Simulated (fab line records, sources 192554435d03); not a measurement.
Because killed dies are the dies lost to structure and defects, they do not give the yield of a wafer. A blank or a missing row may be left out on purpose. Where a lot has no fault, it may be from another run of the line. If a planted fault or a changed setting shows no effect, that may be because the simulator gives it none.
fab line records :: flow n5-finfet :: part 2 of 2: steps 26 to 30 of 30
record
  lots=5
  wafers=15
  last-day=20
route steps=1938 shown BEOL_M13@1705 BEOL_M14@1716
lots that met no fault: taken from a fault-free run of the same line
start-h: hours from the record's opening day to when the first of the lot's shown wafers began :: wait-h: time in hours since the lot's previous step :: " as in the row above :: L1.1+2: a row that stands for several wafers :: - no value, or no start given :: * or withheld: withheld :: < > ~ a bound
route shown NAME@n: NAME is a module with steps in the file, n the number in the route of the first one :: usual: mean/standard deviation of fault-free wafers :: same: alike in all rows :: chamber/n: place in a boat :: sites: each site's reading :: _std_site: the standard deviation of these :: _edge_site: the outer-site mean with the inner-site mean subtracted :: radius-mm: how far each site lies from the wafer's centre :: mask NAME#n: copy n :: behind: tool/chamber where the wafer was last shaped :: hold: what put the lot on hold/how long, in hours/how the hold closed :: device: whichever transistor did not switch (one of n, p or np) :: end of line: tests run on the same wafers once the route is complete :: step lacking rows: just its recipe :: killed: count of dies lost to structure and defects at first sort (not the wafer's yield) :: map: shows each die of a wafer: x if killed, . if not, _ if none is there
set.NAME: the setting the step ran with; set.NAME@STEP: the setting that earlier step ran with :: model.NAME: the simulator's own value behind a step, which no gauge read
a table for each step, a row for each wafer; lots at some steps of the route
services: a tool's chamber out of use, with start hour (start-h, from the record's first day; less than 0 if before it), hours out, and reason
## steps
# step N5_BEOL_M14_ETCH_59
# recipe
  chemistry=N2/H2
  target=BARC
  target-depth-a=890
  overetch-a=267
  time-s=67.9
  ion-energy-ev=200
  pressure-mtorr=30
  source-w=840
  bias-w=150
  n2-flow-sccm=200
  h2-flow-sccm=200
# usual
  drypump-motor-current-A=5.8/0.41
  oes-product-au=0.65/0.056
  rf-vpp-V=524.6/2
  showerhead-plenum-p-Torr=2.56/0.065
  throttle-valve-pct=17.93/0.22
lot.wafer: L075.1
tool: rie-diel-04
chamber: 1
start-h: 311.65
wait-h: 0.0
drypump-motor-current-A: 5.3
oes-product-au: 0.65
rf-hours-counter-h: 138
rf-vpp-V: 522.9
showerhead-plenum-p-Torr: 2.54
throttle-valve-pct: 17.56

lot.wafer: L075.5
tool: rie-diel-04
chamber: 1
start-h: 311.65
wait-h: 0.0
drypump-motor-current-A: 5.3
oes-product-au: 0.66
rf-hours-counter-h: -
rf-vpp-V: 523.5
showerhead-plenum-p-Torr: 2.54
throttle-valve-pct: 17.57

lot.wafer: L075.6
tool: rie-diel-04
chamber: 0
start-h: 311.65
wait-h: 0.0
drypump-motor-current-A: 6.4
oes-product-au: 0.73
rf-hours-counter-h: -
rf-vpp-V: 529.0
showerhead-plenum-p-Torr: 2.70
throttle-valve-pct: 17.80

lot.wafer: L080.1
tool: rie-diel-06
chamber: 1
start-h: 338.91
wait-h: 0.0
drypump-motor-current-A: 5.7
oes-product-au: 0.67
rf-hours-counter-h: 112
rf-vpp-V: 524.1
showerhead-plenum-p-Torr: 2.55
throttle-valve-pct: 17.96

lot.wafer: L080.2
tool: rie-diel-06
chamber: 3
start-h: 338.91
wait-h: 0.0
drypump-motor-current-A: 5.9
oes-product-au: 0.61
rf-hours-counter-h: 193
rf-vpp-V: 523.6
showerhead-plenum-p-Torr: 2.52
throttle-valve-pct: 17.92

lot.wafer: L080.4
tool: rie-diel-06
chamber: 0
start-h: 338.91
wait-h: 0.0
drypump-motor-current-A: 6.0
oes-product-au: 0.61
rf-hours-counter-h: 235
rf-vpp-V: 522.4
showerhead-plenum-p-Torr: 2.50
throttle-valve-pct: 18.21

lot.wafer: L088.1
tool: rie-diel-01
chamber: 0
start-h: 370.76
wait-h: 0.0
drypump-motor-current-A: 5.8
oes-product-au: 0.67
rf-hours-counter-h: 124
rf-vpp-V: 526.0
showerhead-plenum-p-Torr: 2.66
throttle-valve-pct: 18.04

lot.wafer: L088.3
tool: rie-diel-01
chamber: 1
start-h: 370.76
wait-h: 0.0
drypump-motor-current-A: 5.8
oes-product-au: 0.66
rf-hours-counter-h: 144
rf-vpp-V: 525.2
showerhead-plenum-p-Torr: 2.55
throttle-valve-pct: 17.94

lot.wafer: L088.6
tool: rie-diel-01
chamber: 0
start-h: 370.76
wait-h: 0.0
drypump-motor-current-A: 5.7
oes-product-au: 0.67
rf-hours-counter-h: -
rf-vpp-V: 526.2
showerhead-plenum-p-Torr: 2.66
throttle-valve-pct: 18.04

lot.wafer: L095.3
tool: rie-diel-06
chamber: 2
start-h: 435.27
wait-h: 0.0
drypump-motor-current-A: 5.1
oes-product-au: 0.83
rf-hours-counter-h: 1
rf-vpp-V: 526.0
showerhead-plenum-p-Torr: 2.61
throttle-valve-pct: 17.54

lot.wafer: L095.5
tool: rie-diel-06
chamber: 1
start-h: 435.27
wait-h: 0.0
drypump-motor-current-A: 5.8
oes-product-au: 0.65
rf-hours-counter-h: -
rf-vpp-V: 523.8
showerhead-plenum-p-Torr: 2.54
throttle-valve-pct: 18.05

lot.wafer: L095.6
tool: rie-diel-06
chamber: 0
start-h: 435.27
wait-h: 0.0
drypump-motor-current-A: 6.0
oes-product-au: 0.77
rf-hours-counter-h: -
rf-vpp-V: 523.3
showerhead-plenum-p-Torr: 2.49
throttle-valve-pct: 17.85

lot.wafer: L097.1
tool: rie-diel-06
chamber: 2
start-h: 445.36
wait-h: 0.0
drypump-motor-current-A: 5.1
oes-product-au: 0.81
rf-hours-counter-h: 5
rf-vpp-V: 525.5
showerhead-plenum-p-Torr: 2.61
throttle-valve-pct: 17.57

lot.wafer: L097.2
tool: rie-diel-06
chamber: 0
start-h: 445.36
wait-h: 0.0
drypump-motor-current-A: 6.0
oes-product-au: 0.77
rf-hours-counter-h: 15
rf-vpp-V: 521.6
showerhead-plenum-p-Torr: 2.49
throttle-valve-pct: 17.84

lot.wafer: L097.3
tool: rie-diel-06
chamber: 3
start-h: 445.36
wait-h: 0.0
drypump-motor-current-A: 5.9
oes-product-au: 0.58
rf-hours-counter-h: 234
rf-vpp-V: 521.4
showerhead-plenum-p-Torr: 2.50
throttle-valve-pct: 17.98
# step N5_BEOL_M14_VIA_ETCH_16
# recipe
  chemistry=C4F8/O2/Ar
  target=SiO2
  he-inner-torr=15
  he-outer-torr=30
  target-depth-a=12313
  time-s=withheld
  ion-energy-ev=800
  pressure-mtorr=20
  source-w=1905
  bias-w=2040
  Ar_flow_sccm=400
  C4F8_flow_sccm=16
  O2_flow_sccm=12
  ends=cleared
# usual
  O2_flow_sccm=12.00/0.033
  drypump-motor-current-A=5.8/0.41
  mfc-ar-sccm=399.9/1.1
  oes-product-au=0.69/0.062
  rf-vpp-V=2228/23
  showerhead-plenum-p-Torr=3.47/0.078
  throttle-valve-pct=30.89/0.24
lot.wafer: L075.1
tool: rie-diel-04
chamber: 1
start-h: 311.71
wait-h: 0.0
O2_flow_sccm: 12.00
drypump-motor-current-A: 5.3
mfc-ar-sccm: 402.3
oes-product-au: 0.68
rf-vpp-V: 2195
showerhead-plenum-p-Torr: 3.43
throttle-valve-pct: 30.48

lot.wafer: L075.5
tool: rie-diel-04
chamber: 1
start-h: 311.71
wait-h: 0.0
O2_flow_sccm: 12.00
drypump-motor-current-A: 5.3
mfc-ar-sccm: 401.9
oes-product-au: 0.68
rf-vpp-V: 2195
showerhead-plenum-p-Torr: 3.43
throttle-valve-pct: 30.48

lot.wafer: L075.6
tool: rie-diel-04
chamber: 0
start-h: 311.71
wait-h: 0.0
O2_flow_sccm: 12.07
drypump-motor-current-A: 6.4
mfc-ar-sccm: 399.7
oes-product-au: 0.76
rf-vpp-V: 2218
showerhead-plenum-p-Torr: 3.62
throttle-valve-pct: 30.79

lot.wafer: L080.1
tool: rie-diel-06
chamber: 1
start-h: 338.96
wait-h: 0.0
O2_flow_sccm: 11.98
drypump-motor-current-A: 5.8
mfc-ar-sccm: 401.0
oes-product-au: 0.72
rf-vpp-V: 2259
showerhead-plenum-p-Torr: 3.45
throttle-valve-pct: 30.96

lot.wafer: L080.2
tool: rie-diel-06
chamber: 3
start-h: 338.96
wait-h: 0.0
O2_flow_sccm: 11.98
drypump-motor-current-A: 5.9
mfc-ar-sccm: 398.7
oes-product-au: 0.65
rf-vpp-V: 2211
showerhead-plenum-p-Torr: 3.42
throttle-valve-pct: 30.94

lot.wafer: L080.4
tool: rie-diel-06
chamber: 0
start-h: 338.96
wait-h: 0.0
O2_flow_sccm: 12.05
drypump-motor-current-A: 6.0
mfc-ar-sccm: 399.0
oes-product-au: 0.63
rf-vpp-V: 2180
showerhead-plenum-p-Torr: 3.38
throttle-valve-pct: 31.03

lot.wafer: L088.1
tool: rie-diel-01
chamber: 0
start-h: 370.82
wait-h: 0.0
O2_flow_sccm: 11.92
drypump-motor-current-A: 5.7
mfc-ar-sccm: 400.2
oes-product-au: 0.72
rf-vpp-V: 2255
showerhead-plenum-p-Torr: 3.58
throttle-valve-pct: 30.98

lot.wafer: L088.3
tool: rie-diel-01
chamber: 1
start-h: 370.82
wait-h: 0.0
O2_flow_sccm: 12.03
drypump-motor-current-A: 5.8
mfc-ar-sccm: 398.5
oes-product-au: 0.69
rf-vpp-V: 2223
showerhead-plenum-p-Torr: 3.45
throttle-valve-pct: 30.90

lot.wafer: L088.6
tool: rie-diel-01
chamber: 0
start-h: 370.82
wait-h: 0.0
O2_flow_sccm: 11.95
drypump-motor-current-A: 5.7
mfc-ar-sccm: 401.9
oes-product-au: 0.70
rf-vpp-V: 2254
showerhead-plenum-p-Torr: 3.58
throttle-valve-pct: 30.99

lot.wafer: L095.3
tool: rie-diel-06
chamber: 2
start-h: 435.33
wait-h: 0.0
O2_flow_sccm: 11.97
drypump-motor-current-A: 5.1
mfc-ar-sccm: 400.5
oes-product-au: 0.88
rf-vpp-V: 2244
showerhead-plenum-p-Torr: 3.52
throttle-valve-pct: 30.57

lot.wafer: L095.5
tool: rie-diel-06
chamber: 1
start-h: 435.33
wait-h: 0.0
O2_flow_sccm: 11.98
drypump-motor-current-A: 5.7
mfc-ar-sccm: 399.3
oes-product-au: 0.68
rf-vpp-V: 2258
showerhead-plenum-p-Torr: 3.43
throttle-valve-pct: 31.01

lot.wafer: L095.6
tool: rie-diel-06
chamber: 0
start-h: 435.33
wait-h: 0.0
O2_flow_sccm: 12.01
drypump-motor-current-A: 5.9
mfc-ar-sccm: 400.7
oes-product-au: 0.83
rf-vpp-V: 2211
showerhead-plenum-p-Torr: 3.36
throttle-valve-pct: 30.85

lot.wafer: L097.1
tool: rie-diel-06
chamber: 2
start-h: 445.42
wait-h: 0.0
O2_flow_sccm: 12.00
drypump-motor-current-A: 5.1
mfc-ar-sccm: 399.8
oes-product-au: 0.86
rf-vpp-V: 2243
showerhead-plenum-p-Torr: 3.52
throttle-valve-pct: 30.57

lot.wafer: L097.2
tool: rie-diel-06
chamber: 0
start-h: 445.42
wait-h: 0.0
O2_flow_sccm: 12.04
drypump-motor-current-A: 6.0
mfc-ar-sccm: 399.9
oes-product-au: 0.82
rf-vpp-V: 2212
showerhead-plenum-p-Torr: 3.36
throttle-valve-pct: 30.87

lot.wafer: L097.3
tool: rie-diel-06
chamber: 3
start-h: 445.42
wait-h: 0.0
O2_flow_sccm: 12.07
drypump-motor-current-A: 5.9
mfc-ar-sccm: 398.9
oes-product-au: 0.62
rf-vpp-V: 2207
showerhead-plenum-p-Torr: 3.39
throttle-valve-pct: 30.96
# step N5_BEOL_M14_STRIP_63
# recipe
  chemistry=O2
  power-w=600
  temp-c=60
  pressure-mtorr=30
  rf-frequency-hz=6e+07
  bias-power-w=0
  overash-fraction=0.3
  o2-flow-sccm=225
# usual
  drypump-motor-current-A=5.8/0.41
  oes-product-au=0.76/0.071
  rf-vpp-V=3.6/0.78
  showerhead-plenum-p-Torr=2.12/0.053
  temp-c=59.99/0.12
  throttle-valve-pct=16.74/0.19
lot.wafer: L075.1
tool: rie-diel-04
chamber: 1
start-h: -
wait-h: -
drypump-motor-current-A: 5.3
oes-product-au: 0.75
rf-hours-counter-h: 138
rf-vpp-V: 4.4
showerhead-plenum-p-Torr: 2.09
temp-c: 60.15
throttle-valve-pct: 16.44

lot.wafer: L075.5
tool: rie-diel-04
chamber: 1
start-h: -
wait-h: -
drypump-motor-current-A: 5.3
oes-product-au: 0.76
rf-hours-counter-h: -
rf-vpp-V: 2.3
showerhead-plenum-p-Torr: 2.09
temp-c: 60.03
throttle-valve-pct: 16.47

lot.wafer: L075.6
tool: rie-diel-04
chamber: 0
start-h: -
wait-h: -
drypump-motor-current-A: 6.4
oes-product-au: 0.85
rf-hours-counter-h: -
rf-vpp-V: 4.1
showerhead-plenum-p-Torr: 2.21
temp-c: 59.74
throttle-valve-pct: 16.62

lot.wafer: L080.1
tool: rie-diel-06
chamber: 1
start-h: -
wait-h: -
drypump-motor-current-A: 5.7
oes-product-au: 0.79
rf-hours-counter-h: 113
rf-vpp-V: 3.3
showerhead-plenum-p-Torr: 2.11
temp-c: 59.61
throttle-valve-pct: 16.76

lot.wafer: L080.2
tool: rie-diel-06
chamber: 3
start-h: -
wait-h: -
drypump-motor-current-A: 5.9
oes-product-au: 0.72
rf-hours-counter-h: 193
rf-vpp-V: 3.5
showerhead-plenum-p-Torr: 2.09
temp-c: 60.10
throttle-valve-pct: 16.77

lot.wafer: L080.4
tool: rie-diel-06
chamber: 0
start-h: -
wait-h: -
drypump-motor-current-A: 6.0
oes-product-au: 0.70
rf-hours-counter-h: 235
rf-vpp-V: 3.4
showerhead-plenum-p-Torr: 2.06
temp-c: 60.15
throttle-valve-pct: 16.99

lot.wafer: L088.1
tool: rie-diel-01
chamber: 0
start-h: -
wait-h: -
drypump-motor-current-A: 5.8
oes-product-au: 0.78
rf-hours-counter-h: 124
rf-vpp-V: 3.0
showerhead-plenum-p-Torr: 2.19
temp-c: 59.92
throttle-valve-pct: 16.80

lot.wafer: L088.3
tool: rie-diel-01
chamber: 1
start-h: -
wait-h: -
drypump-motor-current-A: 5.8
oes-product-au: 0.76
rf-hours-counter-h: 144
rf-vpp-V: 3.4
showerhead-plenum-p-Torr: 2.10
temp-c: 60.00
throttle-valve-pct: 16.77

lot.wafer: L088.6
tool: rie-diel-01
chamber: 0
start-h: -
wait-h: -
drypump-motor-current-A: 5.7
oes-product-au: 0.78
rf-hours-counter-h: -
rf-vpp-V: 3.4
showerhead-plenum-p-Torr: 2.19
temp-c: 60.17
throttle-valve-pct: 16.80

lot.wafer: L095.3
tool: rie-diel-06
chamber: 2
start-h: -
wait-h: -
drypump-motor-current-A: 5.1
oes-product-au: 0.97
rf-hours-counter-h: 1
rf-vpp-V: 3.7
showerhead-plenum-p-Torr: 2.16
temp-c: 60.01
throttle-valve-pct: 16.29

lot.wafer: L095.5
tool: rie-diel-06
chamber: 1
start-h: -
wait-h: -
drypump-motor-current-A: 5.7
oes-product-au: 0.74
rf-hours-counter-h: -
rf-vpp-V: 3.7
showerhead-plenum-p-Torr: 2.09
temp-c: 60.31
throttle-valve-pct: 16.86

lot.wafer: L095.6
tool: rie-diel-06
chamber: 0
start-h: -
wait-h: -
drypump-motor-current-A: 6.0
oes-product-au: 0.92
rf-hours-counter-h: -
rf-vpp-V: 3.3
showerhead-plenum-p-Torr: 2.06
temp-c: 60.03
throttle-valve-pct: 16.58

lot.wafer: L097.1
tool: rie-diel-06
chamber: 2
start-h: -
wait-h: -
drypump-motor-current-A: 5.1
oes-product-au: 0.96
rf-hours-counter-h: 5
rf-vpp-V: 3.9
showerhead-plenum-p-Torr: 2.16
temp-c: 59.95
throttle-valve-pct: 16.27

lot.wafer: L097.2
tool: rie-diel-06
chamber: 0
start-h: -
wait-h: -
drypump-motor-current-A: 6.0
oes-product-au: 0.91
rf-hours-counter-h: 15
rf-vpp-V: 3.8
showerhead-plenum-p-Torr: 2.05
temp-c: 60.09
throttle-valve-pct: 16.55

lot.wafer: L097.3
tool: rie-diel-06
chamber: 3
start-h: -
wait-h: -
drypump-motor-current-A: 5.8
oes-product-au: 0.68
rf-hours-counter-h: 235
rf-vpp-V: 3.8
showerhead-plenum-p-Torr: 2.08
temp-c: 60.14
throttle-valve-pct: 16.82
# step N5_BEOL_M14_STRIP_64
# recipe
  chemistry=O2
  power-w=600
  temp-c=60
  pressure-mtorr=30
  rf-frequency-hz=6e+07
  bias-power-w=0
  overash-fraction=0.3
  o2-flow-sccm=225
# usual
  drypump-motor-current-A=5.8/0.41
  oes-product-au=0.76/0.071
  rf-vpp-V=3.6/0.45
  showerhead-plenum-p-Torr=2.12/0.053
  temp-c=60.00/0.11
  throttle-valve-pct=16.74/0.19
lot.wafer: L075.1
tool: rie-diel-04
chamber: 1
start-h: -
wait-h: -
drypump-motor-current-A: 5.3
oes-product-au: 0.76
rf-hours-counter-h: 138
rf-vpp-V: 3.0
showerhead-plenum-p-Torr: 2.09
temp-c: 60.06
throttle-valve-pct: 16.44

lot.wafer: L075.5
tool: rie-diel-04
chamber: 1
start-h: -
wait-h: -
drypump-motor-current-A: 5.3
oes-product-au: 0.76
rf-hours-counter-h: -
rf-vpp-V: 3.9
showerhead-plenum-p-Torr: 2.09
temp-c: 60.06
throttle-valve-pct: 16.44

lot.wafer: L075.6
tool: rie-diel-04
chamber: 0
start-h: -
wait-h: -
drypump-motor-current-A: 6.4
oes-product-au: 0.86
rf-hours-counter-h: -
rf-vpp-V: 3.1
showerhead-plenum-p-Torr: 2.21
temp-c: 60.13
throttle-valve-pct: 16.58

lot.wafer: L080.1
tool: rie-diel-06
chamber: 1
start-h: -
wait-h: -
drypump-motor-current-A: 5.7
oes-product-au: 0.79
rf-hours-counter-h: 113
rf-vpp-V: 2.8
showerhead-plenum-p-Torr: 2.11
temp-c: 59.96
throttle-valve-pct: 16.76

lot.wafer: L080.2
tool: rie-diel-06
chamber: 3
start-h: -
wait-h: -
drypump-motor-current-A: 5.9
oes-product-au: 0.71
rf-hours-counter-h: 193
rf-vpp-V: 4.4
showerhead-plenum-p-Torr: 2.09
temp-c: 60.06
throttle-valve-pct: 16.77

lot.wafer: L080.4
tool: rie-diel-06
chamber: 0
start-h: -
wait-h: -
drypump-motor-current-A: 6.0
oes-product-au: 0.70
rf-hours-counter-h: 235
rf-vpp-V: 3.6
showerhead-plenum-p-Torr: 2.07
temp-c: 59.97
throttle-valve-pct: 16.98

lot.wafer: L088.1
tool: rie-diel-01
chamber: 0
start-h: -
wait-h: -
drypump-motor-current-A: 5.8
oes-product-au: 0.78
rf-hours-counter-h: 124
rf-vpp-V: 3.0
showerhead-plenum-p-Torr: 2.19
temp-c: 59.83
throttle-valve-pct: 16.80

lot.wafer: L088.3
tool: rie-diel-01
chamber: 1
start-h: -
wait-h: -
drypump-motor-current-A: 5.7
oes-product-au: 0.76
rf-hours-counter-h: 145
rf-vpp-V: 3.4
showerhead-plenum-p-Torr: 2.10
temp-c: 60.06
throttle-valve-pct: 16.76

lot.wafer: L088.6
tool: rie-diel-01
chamber: 0
start-h: -
wait-h: -
drypump-motor-current-A: 5.8
oes-product-au: 0.79
rf-hours-counter-h: -
rf-vpp-V: 3.1
showerhead-plenum-p-Torr: 2.19
temp-c: 59.80
throttle-valve-pct: 16.80

lot.wafer: L095.3
tool: rie-diel-06
chamber: 2
start-h: -
wait-h: -
drypump-motor-current-A: 5.1
oes-product-au: 0.98
rf-hours-counter-h: 1
rf-vpp-V: 3.5
showerhead-plenum-p-Torr: 2.16
temp-c: 59.88
throttle-valve-pct: 16.28

lot.wafer: L095.5
tool: rie-diel-06
chamber: 1
start-h: -
wait-h: -
drypump-motor-current-A: 5.7
oes-product-au: 0.75
rf-hours-counter-h: -
rf-vpp-V: 3.0
showerhead-plenum-p-Torr: 2.09
temp-c: 59.97
throttle-valve-pct: 16.85

lot.wafer: L095.6
tool: rie-diel-06
chamber: 0
start-h: -
wait-h: -
drypump-motor-current-A: 5.9
oes-product-au: 0.91
rf-hours-counter-h: -
rf-vpp-V: 4.1
showerhead-plenum-p-Torr: 2.06
temp-c: 59.83
throttle-valve-pct: 16.58

lot.wafer: L097.1
tool: rie-diel-06
chamber: 2
start-h: -
wait-h: -
drypump-motor-current-A: 5.1
oes-product-au: 0.96
rf-hours-counter-h: 5
rf-vpp-V: 3.6
showerhead-plenum-p-Torr: 2.16
temp-c: 60.10
throttle-valve-pct: 16.29

lot.wafer: L097.2
tool: rie-diel-06
chamber: 0
start-h: -
wait-h: -
drypump-motor-current-A: 5.9
oes-product-au: 0.91
rf-hours-counter-h: 15
rf-vpp-V: 3.2
showerhead-plenum-p-Torr: 2.05
temp-c: 59.71
throttle-valve-pct: 16.58

lot.wafer: L097.3
tool: rie-diel-06
chamber: 3
start-h: -
wait-h: -
drypump-motor-current-A: 5.9
oes-product-au: 0.69
rf-hours-counter-h: 235
rf-vpp-V: 2.7
showerhead-plenum-p-Torr: 2.08
temp-c: 60.10
throttle-valve-pct: 16.85
# step N5_BEOL_M14_STRIP_71
# recipe
  chemistry=post-etch-residue-remover
  time-s=60
  temp-c=25
  remover-ph=withheld
  remover-water-wt-pct=withheld
  remover-fluoride-wt-pct=withheld
# usual
  temp-c=25.01/0.11
lot.wafer: L075.1
tool: wet-bench-04
chamber: 2
start-h: 311.99
wait-h: -
temp-c: 25.07

lot.wafer: L075.5
tool: wet-bench-04
chamber: 1
start-h: 311.99
wait-h: -
temp-c: 24.93

lot.wafer: L075.6
tool: wet-bench-04
chamber: 7
start-h: 311.99
wait-h: -
temp-c: 25.02

lot.wafer: L080.1
tool: wet-bench-05
chamber: 2
start-h: 339.34
wait-h: -
temp-c: 25.07

lot.wafer: L080.2
tool: wet-bench-05
chamber: 3
start-h: 339.34
wait-h: -
temp-c: 25.20

lot.wafer: L080.4
tool: wet-bench-05
chamber: 4
start-h: 339.34
wait-h: -
temp-c: 25.00

lot.wafer: L088.1
tool: wet-bench-05
chamber: 7
start-h: 371.10
wait-h: -
temp-c: 25.08

lot.wafer: L088.3
tool: wet-bench-05
chamber: 2
start-h: 371.10
wait-h: -
temp-c: 25.15

lot.wafer: L088.6
tool: wet-bench-05
chamber: 0
start-h: 371.10
wait-h: -
temp-c: 25.26

lot.wafer: L095.3
tool: wet-bench-05
chamber: 3
start-h: 435.61
wait-h: -
temp-c: 25.04

lot.wafer: L095.5
tool: wet-bench-05
chamber: 6
start-h: 435.61
wait-h: -
temp-c: 25.05

lot.wafer: L095.6
tool: wet-bench-05
chamber: 5
start-h: 435.61
wait-h: -
temp-c: 25.01

lot.wafer: L097.1
tool: wet-bench-02
chamber: 3
start-h: 445.70
wait-h: -
temp-c: 25.23

lot.wafer: L097.2
tool: wet-bench-02
chamber: 2
start-h: 445.70
wait-h: -
temp-c: 24.99

lot.wafer: L097.3
tool: wet-bench-02
chamber: 1
start-h: 445.70
wait-h: -
temp-c: 25.18
## services
tool: rie-diel-06
chamber: 1
start-h: 301.28
hours: 8.3
kind: repair

tool: rie-diel-06
chamber: -
start-h: 310.71
hours: 2.8
kind: pm

tool: rie-diel-01
chamber: 0
start-h: 311.39
hours: 14.6
kind: repair

tool: cmp-02
chamber: -
start-h: 312.09
hours: 4.0
kind: pm

tool: rie-diel-01
chamber: 1
start-h: 323.83
hours: 2.3
kind: repair

tool: rie-diel-04
chamber: 0
start-h: 328.48
hours: 9.2
kind: repair

tool: rie-diel-01
chamber: 1
start-h: 337.50
hours: 9.0
kind: repair

tool: pecvd-02
chamber: -
start-h: 345.51
hours: 2.8
kind: pm

tool: krf-scanner-02
chamber: -
start-h: 350.48
hours: 0.8
kind: pm

tool: krf-scanner-02
chamber: -
start-h: 366.03
hours: 0.6
kind: repair

tool: krf-scanner-02
chamber: -
start-h: 368.15
hours: 1.0
kind: pm

tool: rie-diel-01
chamber: 3
start-h: 376.33
hours: 6.9
kind: repair

tool: rie-diel-06
chamber: 0
start-h: 377.94
hours: 8.3
kind: repair

tool: krf-scanner-02
chamber: -
start-h: 378.09
hours: 1.3
kind: pm

tool: rie-diel-01
chamber: 2
start-h: 397.61
hours: 35.8
kind: repair

tool: rie-diel-06
chamber: 2
start-h: 401.88
hours: 2.7
kind: repair

tool: rie-diel-06
chamber: 1
start-h: 416.73
hours: 1.6
kind: repair

tool: rie-diel-01
chamber: 3
start-h: 424.27
hours: 7.3
kind: repair

tool: pecvd-02
chamber: 2
start-h: 425.19
hours: 1.8
kind: repair

tool: rie-diel-06
chamber: 3
start-h: 429.08
hours: 5.5
kind: repair

tool: pecvd-01
chamber: -
start-h: 429.82
hours: 0.9
kind: repair

tool: rie-diel-04
chamber: 0
start-h: 429.94
hours: 6.2
kind: repair

tool: pecvd-02
chamber: 0
start-h: 434.85
hours: 15.5
kind: repair

tool: pvd-sputter-02
chamber: -
start-h: 444.70
hours: 7.5
kind: repair
